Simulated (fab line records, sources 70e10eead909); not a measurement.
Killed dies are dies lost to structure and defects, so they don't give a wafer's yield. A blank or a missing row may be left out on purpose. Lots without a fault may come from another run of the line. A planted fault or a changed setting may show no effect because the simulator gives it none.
One fault seen from 2 desks | flow nand_harc | each desk has only its own numbers; what lay behind them comes last

THE METROLOGY DESK
What the gauges read, lot by lot, whatever tool the lot ran on: means of the sampled wafers that have a number. A lot is out of limits, marked OUT, if its mean lies more than 4 standard deviations from the usual mean; the brackets give that distance.
Columns: A = thk_nm at NHARC_A_ONON_D1_THK_MEAS_30, usual 1002 nm
lot  | first seen here | A
L756 | day 7 20:25     | 996
L758 | day 8 19:26     | 982
L759 | day 8 19:27     | 985
L760 | day 9 10:52     | 1007
L761 | day 9 10:56     | 1008
L764 | day 10 00:51    | 995
L763 | day 10 00:52    | 997
L766 | day 10 08:37    | 1016
L769 | day 11 10:08    | 1003
L768 | day 11 10:21    | 1005
L772 | day 12 06:23    | 1183 (+18) OUT
L774 | day 12 15:21    | 1184 (+18) OUT
L777 | day 13 04:23    | 998
This desk's finding: out of limits on L772, L774; first on L772, day 12 06:23 (thk_nm at NHARC_A_ONON_D1_THK_MEAS_30). In limits: L756, L758, L759, L760, L761, L764, L763, L766, L769, L768, L777.

THE DEFECT DESK
What the inspections along the route counted, lot by lot: means of the sampled wafers that have a number. A lot is out of limits, marked OUT, if its mean lies more than 4 standard deviations from the usual mean; the brackets give that distance.
Columns: A = raw_defect_count at NHARC_A_ZERO_WELL_INSPECT_17, usual 11
lot  | first seen here | A
L756 | day 6 09:45     | 5
L758 | day 7 08:35     | 14
L759 | day 7 08:47     | 13
L761 | day 7 23:22     | 8
L760 | day 8 00:07     | 15
L763 | day 8 13:43     | 17
L764 | day 8 14:50     | 7
L766 | day 8 21:48     | 8
L769 | day 10 00:25    | 8
L768 | day 10 00:57    | 9
L772 | day 10 23:00    | 9
L774 | day 11 00:40    | 11
L777 | day 11 19:49    | 7
This desk's finding: nothing out of limits on any of the 13 lots.

PUT TOGETHER
The metrology desk could have raised an alarm at day 12 06:23, on L772, L774.
The defect desk saw nothing out of limits.
The defect desk has L772, L774 on record, within its limits.
Of the lots named, all ran NHARC_A_ONON_D1_DEP_28 on pecvd_onon-01.

WHAT THE SIMULATOR HAD PUT IN
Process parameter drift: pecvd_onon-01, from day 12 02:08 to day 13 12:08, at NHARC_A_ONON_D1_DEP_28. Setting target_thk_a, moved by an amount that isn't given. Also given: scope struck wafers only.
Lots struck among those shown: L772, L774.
Hours from the fault's start to each desk's first reading out of limits: the metrology desk, 4.
